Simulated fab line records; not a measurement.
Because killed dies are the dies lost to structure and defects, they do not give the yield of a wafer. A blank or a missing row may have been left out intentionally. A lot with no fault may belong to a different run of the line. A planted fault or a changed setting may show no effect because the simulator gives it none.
The tool behind it: which one?    flow n5 finfet    8 lots, 24 wafers sampled, at 6 steps of a route of 1938

## WHAT THE GAUGES READ, wafer by wafer
N5_BEOL_M4_RC_MEAS_101. Usual: DIBL_N 36.1 mV/V, standard deviation 2.3; DIBL_P 36 mV/V, standard deviation 3.2; IOFF_N 0.16 nA/um, standard deviation 0.045; IOFF_P 0.21 nA/um, standard deviation 0.049; ION_N 674 uA/um, standard deviation 14; ION_P 462 uA/um, standard deviation 8.4; SS_N 71.6 mV/dec, standard deviation 0.83; SS_P 73.2 mV/dec, standard deviation 0.87; VT_N 249 mV, standard deviation 3.8; VT_P -250 mV, standard deviation 3.4.
lot   measured      on         DIBL_N (mV/V)   DIBL_P (mV/V)  IOFF_N (nA/um)  IOFF_P (nA/um)  ION_N (uA/um)  ION_P (uA/um)  SS_N (mV/dec)   SS_P (mV/dec)   VT_N (mV)    VT_P (mV)       flag
L677  day 12 02:29  prober-01  36.3 33.2 36.7  33 30 35       0.14 0.10 0.14  0.18 0.15 0.21  650 672 682    449 459 470    71.9 71.6 72.0  72.9 72.3 73.0  254 255 253  -250 -253 -250  
L682  day 13 23:03  prober-02  37.8 42.2 36.9  38 44 37       0.18 0.31 0.17  0.23 0.34 0.22  684 692 694    470 471 468    72.6 73.7 71.5  73.9 76.2 73.5  251 243 246  -250 -247 -250  
L687  day 13 09:17  prober-02  34.9 35.4 34.2  35 33 33       0.13 0.13 0.11  0.20 0.17 0.15  682 662 648    472 458 444    71.0 71.3 70.2  73.2 72.0 72.0  253 251 257  -250 -255 -256  
L697  day 16 04:26  prober-02  39.9 36.0 35.4  39 34 33       0.22 0.14 0.13  0.24 0.17 0.17  707 661 670    474 450 460    72.3 70.8 70.4  74.2 73.0 72.0  244 250 251  -250 -252 -248  
L698  day 17 10:15  prober-01  37.5 40.1 37.4  39 42 38       0.20 0.24 0.19  0.25 0.29 0.24  683 679 681    463 461 466    72.7 72.7 72.0  73.3 74.2 73.7  246 246 247  -248 -248 -247  

## WHAT TOOL EACH LOT RAN ON (gives the tool, then ch and the chambers of the sampled wafers, and finally the start)
lot   N5_BEOL_M2_ILD_DEP_00            N5_BEOL_M2_DESCUM_16                N5_BEOL_M2_ETCH_63                  N5_BEOL_M2_STRIP_19                 N5_BEOL_M2_ETCH_70
L677  pecvd-02 ch 0,2, day 8 11:48     rie diel-04 ch 0,1,2, day 8 12:53   rie diel-04 ch 0,1,2, day 8 12:56   rie diel-04 ch 0,1, day 8 13:22     rie diel-04 ch 2,3, day 8 17:49
L682  pecvd-04 ch 0,1, day 9 13:11     rie diel-04 ch 0,1, day 9 14:43     rie diel-04 ch 0,1, day 9 14:46     rie diel-04 ch 2,3, day 9 15:05     rie diel-03 ch 1,2,3, day 10 01:40
L687  pecvd-02 ch 0,2, day 9 16:32     rie diel-03 ch 1,3, day 9 18:28     rie diel-03 ch 1,3, day 9 18:31     rie diel-03 ch 0,2,3, day 9 18:50   rie diel-01 ch 0,2,3, day 10 04:16
L689  pecvd-04 ch 0,2, day 10 16:31    rie diel-03 ch 0,1,3, day 10 20:28  rie diel-03 ch 0,1,3, day 10 20:31  rie diel-03 ch 0,1,2, day 10 20:50  rie diel-04 ch 1,2,3, day 12 06:42
L690  pecvd-03 ch 0,2, day 10 23:56    rie diel-01 ch 1,2,3, day 11 01:19  rie diel-01 ch 1,2,3, day 11 01:22  rie diel-04 ch 1,2,3, day 11 01:41  rie diel-04 ch 0,1,2, day 12 07:11
L691  pecvd-02 ch 0,1, day 11 02:12    rie diel-01 ch 1,2,3, day 11 04:52  rie diel-01 ch 1,2,3, day 11 04:55  rie diel-03 ch 0,1, day 11 05:14    rie diel-03 ch 0,1,3, day 12 19:38
L697  pecvd-03 ch 1,2, day 12 00:05    rie diel-01 ch 0,1,2, day 12 02:36  rie diel-01 ch 0,1,2, day 12 02:40  rie diel-04 ch 0,1,3, day 12 02:58  rie diel-04 ch 0,2,3, day 13 21:02
L698  pecvd-04 ch 0,1,2, day 12 11:43  rie diel-01 ch 2,3, day 12 13:14    rie diel-01 ch 2,3, day 12 13:17    rie diel-04 ch 0,1,3, day 12 13:36  rie diel-04 ch 0,1,3, day 14 21:36
- N5_BEOL_M2_ILD_DEP_00: deposits SiOC from DEMS/O2, target thk 79 nm, time 15.3 s.
- N5_BEOL_M2_DESCUM_16: chemistry O2, time 7 s.
- N5_BEOL_M2_ETCH_63: etches SiARC in CF4, target depth 15.6 nm, time 26 s.
- N5_BEOL_M2_STRIP_19: strips in O2.
- N5_BEOL_M2_ETCH_70: etches SOC in N2/H2, target depth 80 nm, overetch 24 nm, time 130 s.

## AS READ BY THE TOOLS THEMSELVES (means over the sampled wafers that have a number; for cases with no such wafer, the mark the record gives instead)
N5_BEOL_M2_ILD_DEP_00. Usual: heater power w 493 W, standard deviation 65; showerhead plenum p Torr 5.692 Torr, standard deviation 0.014; throttle valve pct 12.0 %, standard deviation 0.82.
lot   tool      heater power w (W)  showerhead plenum p Torr (Torr)  throttle valve pct (%)  flag
L677  pecvd-02  479                 5.689                            11.2                    
L682  pecvd-04  480                 5.698                            13.2                    
L687  pecvd-02  465                 5.684                            11.5                    
L689  pecvd-04  517                 5.683                            11.6                    
L690  pecvd-03  432                 5.707                            12.3                    
L691  pecvd-02  486                 5.691                            11.9                    
L697  pecvd-03  508                 5.684                            11.7                    
L698  pecvd-04  512                 5.691                            12.5                    

N5_BEOL_M2_DESCUM_16. Usual: drypump motor current A 5.69 A, standard deviation 0.2; oes product au 0.80 a.u., standard deviation 0.083; rf vpp V 243.0 V, standard deviation 1.4; showerhead plenum p Torr 2.08 Torr, standard deviation 0.066; throttle valve pct 20.45 %, standard deviation 0.29.
lot   tool         drypump motor current A (A)  oes product au (a.u.)  rf vpp V (V)  showerhead plenum p Torr (Torr)  throttle valve pct (%)  flag
L677  rie diel-04  5.72                         0.86                   242.4         2.10                             20.44                   
L682  rie diel-04  5.86                         0.92                   242.6         2.07                             20.48                   
L687  rie diel-03  5.73                         0.77                   241.4         2.00                             20.50                   
L689  rie diel-03  5.65                         0.74                   241.0         2.02                             20.48                   
L690  rie diel-01  5.67                         0.83                   243.4         2.09                             20.34                   
L691  rie diel-01  5.68                         0.83                   243.3         2.09                             20.34                   
L697  rie diel-01  5.64                         0.78                   242.7         2.08                             20.50                   
L698  rie diel-01  5.70                         0.78                   242.6         2.06                             20.52                   

N5_BEOL_M2_ETCH_63. Usual: drypump motor current A 5.69 A, standard deviation 0.2; etch rf on time s 26.2 s, standard deviation 0.92; oes product au 0.68 a.u., standard deviation 0.075; rf vpp V 184.0 V, standard deviation 1.2; showerhead plenum p Torr 2.13 Torr, standard deviation 0.062; throttle valve pct 15.65 %, standard deviation 0.23.
lot   tool         drypump motor current A (A)  etch rf on time s (s)  oes product au (a.u.)  rf vpp V (V)  showerhead plenum p Torr (Torr)  throttle valve pct (%)  flag
L677  rie diel-04  5.73                         25.9                   0.75                   182.9         2.13                             15.53                   
L682  rie diel-04  5.87                         25.0                   0.79                   184.1         2.09                             15.49                   
L687  rie diel-03  5.73                         26.3                   0.67                   182.5         2.06                             15.66                   
L689  rie diel-03  5.66                         25.7                   0.65                   183.6         2.08                             15.66                   
L690  rie diel-01  5.67                         27.0                   0.69                   184.5         2.16                             15.65                   
L691  rie diel-01  5.68                         26.8                   0.70                   184.1         2.16                             15.64                   
L697  rie diel-01  5.64                         26.4                   0.66                   183.7         2.15                             15.79                   
L698  rie diel-01  5.73                         27.2                   0.66                   182.8         2.12                             15.80                   

N5_BEOL_M2_STRIP_19. Usual: chamber pressure mTorr 30.000 mTorr, standard deviation 0.027; drypump motor current A 5.69 A, standard deviation 0.22; oes product au 0.78 a.u., standard deviation 0.086; rf vpp V 3.6 V, standard deviation 0.49; showerhead plenum p Torr 2.09 Torr, standard deviation 0.068; throttle valve pct 16.73 %, standard deviation 0.22.
lot   tool         chamber pressure mTorr (mTorr)  drypump motor current A (A)  oes product au (a.u.)  rf vpp V (V)  showerhead plenum p Torr (Torr)  throttle valve pct (%)  flag
L677  rie diel-04  29.977                          5.91                         0.97                   3.4           2.07                             16.56                   
L682  rie diel-04  30.020                          5.35                         0.69                   4.2           2.17                             16.92                   
L687  rie diel-03  30.000                          5.71                         0.73                   3.9           2.08                             16.66                   
L689  rie diel-03  -                               -                            -                      -             -                                -                       OFF
L690  rie diel-04  -                               -                            -                      -             -                                -                       OFF
L691  rie diel-03  -                               -                            -                      -             -                                -                       OFF
L697  rie diel-04  30.005                          5.66                         0.83                   3.6           2.10                             16.81                   
L698  rie diel-04  30.015                          5.64                         0.82                   3.6           2.10                             16.81                   

N5_BEOL_M2_ETCH_70. Usual: drypump motor current A 5.67 A, standard deviation 0.22; oes product au 0.59 a.u., standard deviation 0.059; rf vpp V 523.8 V, standard deviation 2.2; showerhead plenum p Torr 2.54 Torr, standard deviation 0.083; throttle valve pct 17.88 %, standard deviation 0.25.
lot   tool         drypump motor current A (A)  oes product au (a.u.)  rf vpp V (V)  showerhead plenum p Torr (Torr)  throttle valve pct (%)  flag
L677  rie diel-04  5.37                         0.52                   526.1         2.64                             18.12                   
L682  rie diel-03  5.81                         0.57                   523.6         2.50                             17.78                   
L687  rie diel-01  5.75                         0.62                   523.2         2.50                             17.85                   
L689  rie diel-04  5.54                         0.86                   525.0         2.58                             17.91                   OFF
L690  rie diel-04  5.74                         0.92                   524.3         2.53                             17.75                   OFF
L691  rie diel-03  5.66                         0.74                   522.9         2.44                             17.82                   
L697  rie diel-04  5.51                         0.61                   524.1         2.57                             17.92                   
L698  rie diel-04  5.67                         0.59                   523.1         2.53                             17.93                   

## THE ANSWER, worked out from the rows above alone
Rule: a lot counts as off when the mean over its wafers that have a number is more than 3 standard deviations away from the usual mean. Also off: a lot with no number at a reading for which 4 or more lots have one. All remaining lots with rows at the step are treated as sound. First the gauges in route order, then the tools' own readings, where a lot's mean is used as printed above. At the first step where some lot is off, the reading lying furthest off is the one used; lots without a number count as furthest.
Off at N5_BEOL_M2_STRIP_19 (chamber pressure mTorr): L689, L690, L691. Without a number there: L689, L690, L691.
If a tool, at that step or one of the process steps before it, ran each lot that is off and ran no sound lot following the first of them, it fits. None of those tried fits.

## WHAT THE SIMULATOR PUT IN
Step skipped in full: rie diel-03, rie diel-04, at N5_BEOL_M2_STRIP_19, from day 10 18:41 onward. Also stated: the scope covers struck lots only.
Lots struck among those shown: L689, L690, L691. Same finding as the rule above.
